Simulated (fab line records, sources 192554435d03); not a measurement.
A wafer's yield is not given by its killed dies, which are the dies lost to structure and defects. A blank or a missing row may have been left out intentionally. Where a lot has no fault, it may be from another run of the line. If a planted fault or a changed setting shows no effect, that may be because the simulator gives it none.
Matching of chambers	flow n5-finfet	rie-diel-06 running N5_BEOL_M5_DESCUM_33: 4 sister chambers
The step chemistry O2, time 7 s. 20 wafers are shown with their chamber, then 10 later ones without.

## EACH WAFER AND ITS CHAMBER
wafer	chamber	drypump-motor-current-A (A)	throttle-valve-pct (%)	oes-product-au (a.u.)
L074.1	3	5.8	20.62	0.80
L074.4	1	5.3	20.42	0.80
L074.6	3	5.8	20.62	0.79
L078.1	1	5.2	20.44	0.80
L078.4	0	6.2	20.27	0.69
L078.6	3	5.8	20.64	0.78
L080.2	1	5.2	20.44	0.81
L080.3	3	5.8	20.62	0.79
L080.6	0	6.2	20.27	0.69
L082.1	3	5.8	20.65	0.78
L082.5	3	5.8	20.65	0.78
L082.6	0	6.2	20.28	0.68
L084.2	0	6.2	20.29	0.68
L084.3	3	5.8	20.66	0.78
L084.5	3	5.8	20.66	0.77
L085.3	1	5.2	20.47	0.79
L085.4	3	5.8	20.65	0.77
L085.5	2	6.6	20.33	1.01
L088.1	1	5.2	20.47	0.78
L088.4	2	6.6	20.36	0.96

SIGNATURES, as means of the wafers listed above
reading	chamber 0	chamber 1	chamber 2	chamber 3	scatter within a chamber
drypump-motor-current-A	6.200	5.220	6.600	5.800	0.0224
throttle-valve-pct	20.2775	20.4480	20.3450	20.6411	0.0175
oes-product-au	0.6850	0.7960	0.9850	0.7822	0.0128
Rule: distance of a wafer from a chamber = root of the sum over the readings of ((wafer's reading minus chamber's mean) / reading's scatter) squared. If the next closest chamber is less than 2 further off than the closest, the wafer can't be placed; otherwise it belongs to the closest. The scatter: the root of (the sum of the squares of (reading less its chamber's mean) over the shown wafers, divided by (wafers less chambers)).

## WAFERS WHOSE CHAMBER IS MISSING
wafer	drypump-motor-current-A (A)	throttle-valve-pct (%)	oes-product-au (a.u.)
L088.6	6.6	20.34	0.96
L091.2	5.2	20.47	0.77
L091.3	6.6	20.35	0.96
L091.4	6.2	19.89	0.97
L092.2	6.5	20.34	0.96
L092.4	6.2	19.91	0.97
L092.5	6.6	20.36	0.95
L095.1	5.3	20.47	0.77
L095.3	6.6	20.38	0.91
L095.6	5.2	20.49	0.76

## CHAMBER TAKEN BY EACH
wafer	from the rows above	in truth
L088.6	2	2
L091.2	1	1
L091.3	2	2
L091.4	can't be placed: 0 or 2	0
L092.2	2	2
L092.4	can't be placed: 0 or 2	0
L092.5	2	2
L095.1	1	1
L095.3	2	2
L095.6	1	1
Placed correctly: 8 of 10. These rows do not allow placing 2 (true chamber among the candidates in 2). Number placed wrongly: 0.
